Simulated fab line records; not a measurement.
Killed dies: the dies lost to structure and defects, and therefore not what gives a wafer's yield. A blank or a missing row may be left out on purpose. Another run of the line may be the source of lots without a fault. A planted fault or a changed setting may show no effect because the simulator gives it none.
What tool caused it? + flow n5_finfet + Sampling: 10 lots, 29 wafers, 5 of 1938 route steps

== WHAT EACH GAUGE READ, for each wafer ==
N5_BEOL_M0_SAQP_CD_MEAS_14: target cd 42.5 nm. Usual: cd_nm reads 42.5 nm (standard deviation 0.39).
| lot  | measured     | on        | cd_nm (nm)     | flag |
|------|--------------|-----------|----------------|------|
| L724 | day 5 14:13  | cd_sem-02 | 41.8 41.8 42.0 |      |
| L725 | day 5 21:47  | cd_sem-03 | 42.0 41.6 41.7 |      |
| L728 | day 6 09:44  | cd_sem-02 | 43.0 42.7      |      |
| L731 | day 7 05:52  | cd_sem-02 | 42.9 42.7 43.0 |      |
| L732 | day 7 11:50  | cd_sem-03 | 42.3 42.1 42.2 |      |
| L738 | day 9 01:22  | cd_sem-03 | 42.8 42.4 42.7 |      |
| L740 | day 9 12:45  | cd_sem-02 | 42.6 42.4 42.8 |      |
| L742 | day 9 22:23  | cd_sem-01 | 42.8 43.1 43.0 |      |
| L743 | day 10 04:41 | cd_sem-02 | 42.1 42.9 42.8 |      |
| L747 | day 11 09:53 | cd_sem-03 | 42.7 42.6 42.7 |      |

N5_BEOL_M4_RC_MEAS_101. Usual: DIBL_N 36.5 mV/V, standard deviation 1.9; DIBL_P 36.4 mV/V, standard deviation 2.2; IOFF_N 0.17 nA/um, standard deviation 0.034; IOFF_P 0.21 nA/um, standard deviation 0.036; ION_N 678 uA/um, standard deviation 12; ION_P 462 uA/um, standard deviation 7.1; SS_N 71.7 mV/dec, standard deviation 0.61; SS_P 73.4 mV/dec, standard deviation 0.71; VT_N 249 mV, standard deviation 3.5; VT_P -251 mV, standard deviation 3.
| lot  | measured     | on        | DIBL_N (mV/V)  | DIBL_P (mV/V)  | IOFF_N (nA/um) | IOFF_P (nA/um) | ION_N (uA/um) | ION_P (uA/um) | SS_N (mV/dec)  | SS_P (mV/dec)  | VT_N (mV)   | VT_P (mV)      | flag |
|------|--------------|-----------|----------------|----------------|----------------|----------------|---------------|---------------|----------------|----------------|-------------|----------------|------|
| L724 | day 8 17:50  | prober-01 | 37.7 36.6 37.5 | 37.9 37.3 37.5 | 0.21 0.18 0.19 | 0.25 0.23 0.23 | 689 679 683   | 467 465 461   | 72.5 71.9 72.7 | 74.7 74.8 73.5 | 244 248 246 | -249 -250 -251 |      |
| L725 | day 8 17:21  | prober-02 | 37.6 40.3 36.1 | 37.9 40.5 35.1 | 0.16 0.23 0.15 | 0.23 0.27 0.18 | 671 691 666   | 455 471 453   | 71.6 71.8 70.9 | 73.9 75.4 73.0 | 248 243 251 | -250 -247 -253 |      |
| L728 | day 9 01:02  | prober-01 | 34.2 34.4      | 34.7 34.6      | 0.15 0.15      | 0.20 0.20      | 675 676       | 464 471       | 70.5 70.9      | 72.9 73.6      | 249 250     | -249 -248      |      |
| L731 | day 10 22:04 | prober-02 | 34.9 35.3 34.3 | 34.9 33.9 33.7 | 0.15 0.15 0.14 | 0.20 0.19 0.19 | 681 666 667   | 470 458 469   | 71.3 71.8 71.0 | 73.2 72.7 72.7 | 247 249 250 | -250 -248 -253 |      |
| L732 | day 10 21:35 | prober-01 | 36.3 36.0 35.0 | 34.0 33.9 32.9 | 0.13 0.13 0.12 | 0.17 0.16 0.16 | 664 671 658   | 456 453 458   | 70.8 70.9 71.3 | 72.6 73.0 72.2 | 253 252 256 | -258 -255 -256 |      |
| L738 | day 12 18:41 | prober-02 | 39.9 35.5 37.2 | 40.4 34.8 36.8 | 0.25 0.16 0.18 | 0.28 0.19 0.23 | 707 663 674   | 470 453 462   | 72.9 71.0 72.1 | 75.2 73.6 74.4 | 245 251 249 | -248 -251 -249 |      |
| L740 | day 13 10:46 | prober-02 | 36.8 39.3 36.1 | 35.1 38.0 33.2 | 0.16 0.19 0.14 | 0.19 0.25 0.16 | 683 680 671   | 464 468 451   | 71.6 72.0 71.9 | 73.5 74.0 73.2 | 249 248 252 | -251 -248 -255 |      |
| L742 | day 13 19:34 | prober-01 | 33.3 33.8 35.5 | 34.4 34.5 36.3 | 0.14 0.12 0.16 | 0.16 0.16 0.19 | 686 662 674   | 462 455 456   | 72.0 71.7 71.9 | 72.5 73.3 73.9 | 250 254 250 | -254 -253 -253 |      |
| L743 | day 13 10:07 | prober-01 | 36.8 35.3 35.3 | 38.1 37.1 37.4 | 0.18 0.16 0.17 | 0.22 0.19 0.20 | 676 673 689   | 468 456 470   | 71.6 72.2 72.2 | 73.6 72.8 72.9 | 248 251 249 | -252 -254 -252 |      |
| L747 | day 15 11:43 | prober-01 | 36.4 34.1 34.1 | 35.3 32.6 32.6 | 0.16 0.13 0.13 | 0.21 0.17 0.18 | 669 673 676   | 459 464 466   | 71.8 71.4 71.1 | 73.7 72.4 73.0 | 250 253 251 | -250 -253 -252 |      |

== EACH LOT AND THE TOOL THAT RAN IT (in order: tool; ch and the chambers of the sampled wafers; start) ==
| lot  | N5_BEOL_M0_SAQP_PECVD_00        | N5_BEOL_M0_SAQP_SPACER2_ETCHBACK_27 | N5_BEOL_M0_SAQP_COAT_87           |
|------|---------------------------------|-------------------------------------|-----------------------------------|
| L724 | pecvd-01 ch 0,2, day 5 12:07    | rie_diel-06 ch 0,1, day 5 18:17     | litho_track-02 ch 0, day 5 18:31  |
| L725 | pecvd-04 ch 0,2, day 5 18:55    | rie_diel-06 ch 0,1, day 6 01:38     | litho_track-05 ch 0, day 6 01:52  |
| L728 | pecvd-03 ch 0, day 6 08:55      | rie_diel-05 ch 1,2, day 6 14:10     | litho_track-01 ch 0, day 6 14:25  |
| L731 | pecvd-04 ch 0,1,2, day 7 03:30  | rie_diel-05 ch 1,2, day 7 09:11     | litho_track-02 ch 0, day 7 09:26  |
| L732 | pecvd-04 ch 0,1, day 7 09:29    | rie_diel-06 ch 0,1,3, day 7 15:29   | litho_track-02 ch 0, day 7 15:44  |
| L738 | pecvd-04 ch 0,1, day 9 00:26    | rie_diel-05 ch 0,2,3, day 9 04:38   | litho_track-02 ch 0, day 9 04:53  |
| L740 | pecvd-03 ch 0,1,2, day 9 09:50  | rie_diel-06 ch 1,2,3, day 9 16:26   | litho_track-02 ch 0, day 9 16:41  |
| L742 | pecvd-04 ch 0,1,2, day 9 21:24  | rie_diel-02 ch 1,2,3, day 10 01:55  | litho_track-01 ch 0, day 10 02:08 |
| L743 | pecvd-01 ch 0,1,2, day 10 03:55 | rie_diel-06 ch 0,1,2, day 10 08:07  | litho_track-05 ch 0, day 10 08:22 |
| L747 | pecvd-04 ch 1,2, day 11 06:23   | rie_diel-05 ch 1,2, day 11 14:07    | litho_track-01 ch 0, day 11 14:21 |
- N5_BEOL_M0_SAQP_PECVD_00: deposits SiCN from 3MS/NH3, target thk 8 nm, time 14 s.
- N5_BEOL_M0_SAQP_SPACER2_ETCHBACK_27: etches SiO2 in CHF3/O2, target depth 22.5 nm, time 11.25 s.
- N5_BEOL_M0_SAQP_COAT_87: time 60 s, resist thk 5 nm.

== WHAT THE TOOLS THEMSELVES READ (means of the sampled wafers that have a number; where no wafer has one, the mark that the record gives instead) ==
N5_BEOL_M0_SAQP_PECVD_00. Usual: rf_fwd_power_W 199.3 W, standard deviation 0.94; showerhead_plenum_p_Torr 3.667 Torr, standard deviation 0.017; throttle_valve_pct 8.9 %, standard deviation 0.39.
| lot  | tool     | rf_fwd_power_W (W) | showerhead_plenum_p_Torr (Torr) | throttle_valve_pct (%) | flag |
|------|----------|--------------------|---------------------------------|------------------------|------|
| L724 | pecvd-01 | 199.7              | 3.664                           | 8.7                    |      |
| L725 | pecvd-04 | 199.1              | 3.680                           | 8.8                    |      |
| L728 | pecvd-03 | 200.4              | 3.649                           | 8.7                    |      |
| L731 | pecvd-04 | 199.0              | 3.676                           | 9.2                    |      |
| L732 | pecvd-04 | 198.5              | 3.670                           | 9.3                    |      |
| L738 | pecvd-04 | 198.3              | 3.666                           | 9.2                    |      |
| L740 | pecvd-03 | 199.9              | 3.649                           | 8.8                    |      |
| L742 | pecvd-04 | 199.1              | 3.675                           | 9.3                    |      |
| L743 | pecvd-01 | 199.2              | 3.663                           | 8.8                    |      |
| L747 | pecvd-04 | 199.8              | 3.660                           | 9.1                    |      |

N5_BEOL_M0_SAQP_SPACER2_ETCHBACK_27. Usual: value, then standard deviation, for each; bias_w 170.0 W / 0.5; drypump_motor_current_A 5.6 A / 0.46; oes_product_au 0.76 a.u. / 0.071; rf_fwd_power_W 645.1 W / 2.3; rf_vpp_V 526 V / 9.2; showerhead_plenum_p_Torr 2.42 Torr / 0.066; throttle_valve_pct 18.93 % / 0.21.
| lot  | tool        | bias_w (W) | drypump_motor_current_A (A) | oes_product_au (a.u.) | rf_fwd_power_W (W) | rf_vpp_V (V) | showerhead_plenum_p_Torr (Torr) | throttle_valve_pct (%) | flag |
|------|-------------|------------|-----------------------------|-----------------------|--------------------|--------------|---------------------------------|------------------------|------|
| L724 | rie_diel-06 | 170.3      | 5.6                         | 0.77                  | 640.7              | 536          | 2.36                            | 19.03                  |      |
| L725 | rie_diel-06 | 170.0      | 5.7                         | 0.77                  | 644.3              | 537          | 2.35                            | 19.04                  |      |
| L728 | rie_diel-05 | 170.3      | 5.9                         | 0.80                  | 646.2              | 534          | 2.46                            | 18.64                  |      |
| L731 | rie_diel-05 | 170.0      | 6.0                         | 0.82                  | 646.3              | 536          | 2.45                            | 18.59                  |      |
| L732 | rie_diel-06 | 169.6      | 5.8                         | 0.74                  | 644.6              | 530          | 2.40                            | 19.01                  |      |
| L738 | rie_diel-05 | 169.8      | 5.5                         | 0.79                  | 647.0              | 526          | 2.40                            | 18.82                  |      |
| L740 | rie_diel-06 | 170.1      | 5.9                         | 0.72                  | 645.9              | 525          | 2.45                            | 18.96                  |      |
| L742 | rie_diel-02 | 170.6      | 5.7                         | 0.84                  | 645.1              | 519          | 2.36                            | 18.79                  |      |
| L743 | rie_diel-06 | 170.1      | 5.8                         | 0.73                  | 645.4              | 531          | 2.40                            | 19.01                  |      |
| L747 | rie_diel-05 | 170.1      | 5.8                         | 0.74                  | 645.2              | 530          | 2.45                            | 18.73                  |      |

N5_BEOL_M0_SAQP_COAT_87. Usual: chill_plate_temp_C 23.01 C, standard deviation 0.12; heater_power_total_W 391.7 W, standard deviation 1.3; plate_temp_C 204.96 C, standard deviation 0.15.
| lot  | tool           | chill_plate_temp_C (C) | heater_power_total_W (W) | plate_temp_C (C) | flag |
|------|----------------|------------------------|--------------------------|------------------|------|
| L724 | litho_track-02 | 23.10                  | 392.4                    | 204.85           |      |
| L725 | litho_track-05 | 22.74                  | 390.9                    | 205.09           |      |
| L728 | litho_track-01 | 23.13                  | 390.9                    | 204.90           |      |
| L731 | litho_track-02 | 22.97                  | 392.3                    | 204.85           |      |
| L732 | litho_track-02 | 23.06                  | 392.2                    | 204.91           |      |
| L738 | litho_track-02 | 22.89                  | 385.2                    | 202.64           | OFF  |
| L740 | litho_track-02 | 22.88                  | 385.7                    | 202.79           | OFF  |
| L742 | litho_track-01 | 23.08                  | 391.0                    | 204.98           |      |
| L743 | litho_track-05 | 22.95                  | 392.7                    | 204.79           |      |
| L747 | litho_track-01 | 22.91                  | 390.1                    | 204.87           |      |

== THE ANSWER, worked out from the rows above alone ==
Rule: a lot counts as off when the mean over its wafers that have a number is more than 3 standard deviations away from the usual mean. A lot without any number at a reading at which 4 lots or more have one is off too. Where the step has rows for the other lots, those lots are counted as sound. Order of review: gauges by route order, followed by the tools' own readings, for which a lot's mean as printed above is used. At the first step where some lot is off, the reading lying furthest off is the one used; lots without a number count as furthest.
Off at N5_BEOL_M0_SAQP_COAT_87 (plate_temp_C): L738, L740.
If a tool, at that step or one of the process steps before it, ran each lot that is off and ran no sound lot following the first of them, it fits. One fits: N5_BEOL_M0_SAQP_COAT_87 on litho_track-02. Its last sound lot is L732 (day 7 15:44), its first lot that is off L738 (day 9 04:53): a fault that began between those two fits.
The tool's own readings at N5_BEOL_M0_SAQP_COAT_87 bear it out: on the lots that are off they differ by more than 5 times the standard deviation of the sound lots' means. heater_power_total_W reads 385.4 W there against 391.6 W on the sound lots; plate_temp_C reads 202.71 C there against 204.91 C on the sound lots.

== WHAT WAS PUT IN BY THE SIMULATOR ==
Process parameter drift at N5_BEOL_M0_SAQP_COAT_87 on litho_track-02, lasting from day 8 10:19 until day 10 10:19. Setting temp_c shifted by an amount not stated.
Struck lots among those shown: L738, L740. This agrees with what the rule above found.
